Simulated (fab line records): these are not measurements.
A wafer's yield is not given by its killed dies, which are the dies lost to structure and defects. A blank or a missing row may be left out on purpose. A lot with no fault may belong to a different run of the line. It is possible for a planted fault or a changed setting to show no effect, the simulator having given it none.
Comparing a struck lot with a sound one || flow n5 finfet || 14 out of 1938 route steps
Sound: wafers L316.1, L316.3, L316.5. Wafers L312.1, L312.5, L312.6 were the ones struck. Last of all comes the cause.
Per side, at each step with rows, come the tool, then ch with its chambers, and then its first start. Under that, the readings that differ: sound wafers || struck wafers || difference of the means || sigmas: that difference in standard deviations of wafers without a fault.
alike: same words and numbers on both sides, and readings whose means sit less than 2 such deviations apart. not compared: any withheld reading, any reading some wafer has no value for, any bound like >300 that may hide the same value, and any number with overlapping values for which the record gives no deviation.
The two part at a step that has a row with sigmas, a row that says differs or no value, or rows on one side only. Non-overlapping numbers with no deviation appear without sigmas and do not part them. A reading that every wafer of one side lacks parts them only if that side has two wafers or more.

N5_BEOL_M8_ILD_DEP_00: deposits SiCOH lowk from DEMS/porogen, target thk 179.75 nm, time 33.4 s.
  sound on pecvd-02 ch 0,2, day 16 18:12; struck on pecvd-02 ch 0,1, day 15 10:29
  alike: heater power w, showerhead plenum p Torr, throttle valve pct
N5_BEOL_M8_CURE_74: cures SiCOH lowk, time 240 s.
  sound on uv cure-01 ch 0, day 16 18:16; struck on uv cure-03 ch 0, day 15 10:34
  alike: lamp power pct, wafer_temp_C_max
N5_BEOL_M8_THK_MEAS_01:
  sound on film metro-01 at day 16 19:16; struck on film metro-01 at day 15 11:05
  alike: M8_ILD_THK
N5_BEOL_M8_PECVD_70: deposits SiO2 from TEOS/O2, target thk 20 nm, time 22.7 s.
  sound on pecvd-02 ch 0,1, day 16 19:18; struck on pecvd-04 ch 0,1,2, day 15 11:07
  alike: heater power w, showerhead plenum p Torr, throttle valve pct
N5_BEOL_M8_HM_DEP_02: deposits TiN, target thk 20 nm.
  sound on pvd sputter-03 at day 16 19:39; struck on pvd sputter-02 at day 15 13:04
  alike: throttle valve pct
then, 7 steps without rows for these wafers: N5_BEOL_M8_COAT_59 (time 60 s, resist thk 100 nm); N5_BEOL_M8_COAT_60 (time 60 s, resist thk 35 nm); N5_BEOL_M8_COAT_05 (resist thk 90 nm); N5_BEOL_M8_EBR_07; N5_BEOL_M8_SOFTBAKE_06 (time 60 s); N5_BEOL_M8_EXPOSE_08 (exposes mask M8); N5_BEOL_M8_PEB_09 (peb time 60 s).
N5_BEOL_M8_DEVELOP_10: develop time 30 s.
  struck on litho track-04, day 15 13:22; sound on litho track-01 ch 0, day 16 20:06
  no value came back on the struck wafers for chill plate temp C (C), develop time s (s); on the sound wafers chill plate temp C (C) reads 23.04 22.92 22.97
{"reading": "model.CAR-ArF_of_BEOL_M8_COAT_05.thk nm (nm)", "sound": "88.6 88.4 88.2", "struck": "90.4 90 90.6", "difference": "+1.9", "sigmas": ""}
N5_BEOL_M8_CD_MEAS_11: target cd 38.5 nm.
  sound on cd sem-03 ch 0, day 16 20:10; struck on cd sem-01 ch 0, day 15 13:26
{"reading": "cd nm (nm)", "sound": "39.1 38.7 39.0", "struck": "- - -", "difference": "no value on the struck wafers", "sigmas": ""}

## WHERE THEY PART
At N5_BEOL_M8_DEVELOP_10 first; at N5_BEOL_M8_CD_MEAS_11 last (within this record only).

WHY: what had been put in by the simulator
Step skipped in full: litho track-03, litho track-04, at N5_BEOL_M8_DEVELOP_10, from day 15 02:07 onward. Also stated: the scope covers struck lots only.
